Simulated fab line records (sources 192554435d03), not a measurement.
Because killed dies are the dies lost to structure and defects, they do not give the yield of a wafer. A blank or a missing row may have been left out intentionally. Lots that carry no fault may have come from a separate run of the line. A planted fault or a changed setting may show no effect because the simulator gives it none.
Code-filled problem report in 8D (eight disciplines) form | flow n5 finfet | the parts of the form that need people (team, actions taken, sign-off) are left out

== 1. THE PROBLEM ==
cd nm at N5_BEOL_M10_CD_MEAS_28 reads a mean of 64.0 nm on 8 wafers of 3 lots; wafers without a fault read 70.2 nm with a standard deviation of 0.92. Measured from the usual mean, that is -6.7 standard deviations.
The step: target cd 70 nm.
Earliest sighting: wafer L942.2 on cd sem-02 at day 11 23:08. At this step, 31 wafers from 11 lots have a number in the record. By rule, "out" or "out of limits" means more than 4 standard deviations away from the usual mean. Any other wafer with a number is counted as sound.

== 2. WHAT IT IS AND WHAT IT IS NOT ==
question                    | is                     | is not
which readings at this step | cd nm                  | -
which lots                  | L942, L943, L946       | L935, L936, L939, L947, L948, L949, L950, L955
which wafers of those lots  | all that have a number | -
read on which gauges        | cd sem-01, cd sem-02   | -
when                        | from day 11 23:08      | up to then (9 sound wafers); but 14 sound wafers of L947, L948, L949, L950, L955 came after

== 3. THE SUSPECTS, EACH WITH WHAT RULES IT OUT ==
Counting: a tool at any process step up to the reading remains a suspect when it ran all the lots that are out and ran no sound lot after the first of those.
- the gauge at N5_BEOL_M10_CD_MEAS_28: ruled out. Those wafers that are out were read across 2 gauges (cd sem-01, cd sem-02).
- arfi scanner-03 at N5_BEOL_M10_EXPOSE_25 (exposes mask V9): kept. It ran every lot that is out, first L942 (day 11 23:01), and no sound lot after that; its last sound lot up to then is L939 (day 11 17:05). Its own readings are out on those wafers: exposure dose mJ cm2.
Left after counting: arfi scanner-03 at N5_BEOL_M10_EXPOSE_25.

== 4. THE CAUSE (what the simulator had put in) ==
Drift in process parameters on arfi scanner-03 at N5_BEOL_M10_EXPOSE_25, starting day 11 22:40. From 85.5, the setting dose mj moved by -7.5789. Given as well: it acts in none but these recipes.
This tool alone remained once counting was done.

== 5. THE CHAIN OF EFFECTS, in route order ==
Each row: a reading whose mean over the struck wafers that have a number lies more than 3 standard deviations from the usual. Scope: only readings with a usual standard deviation given in the record; hours: median across lots of the time from each lot's start at the first step in this table that gives one to its start at this step; sigmas: change in usual standard deviations.
hours | step                   | reading              | usual   | on struck wafers | change | sigmas
0     | N5_BEOL_M10_EXPOSE_25  | exposure dose mJ cm2 | 85.44   | 79.50            | -5.94  | -68
0     | N5_BEOL_M10_CD_MEAS_28 | cd nm                | 70.2 nm | 64.0             | -6.2   | -6.7
The process steps in it:
- N5_BEOL_M10_EXPOSE_25: exposes mask V9.

== 6. WHAT WOULD HAVE CAUGHT IT SOONER ==
0 hours passed between the start of the fault at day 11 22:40 and the first reading out of limits at a measuring or inspecting step in this record, taken at day 11 23:08.
Tool's own readings at N5_BEOL_M10_EXPOSE_25, exposure dose mJ cm2: out on all struck wafers the step has rows for; an alarm limit on them would have tripped on the first.
Of the lots that are out (3), L943, L946 began N5_BEOL_M10_EXPOSE_25 on arfi scanner-03 after day 11 23:08. A hold on the tool at that time would have spared those 2.
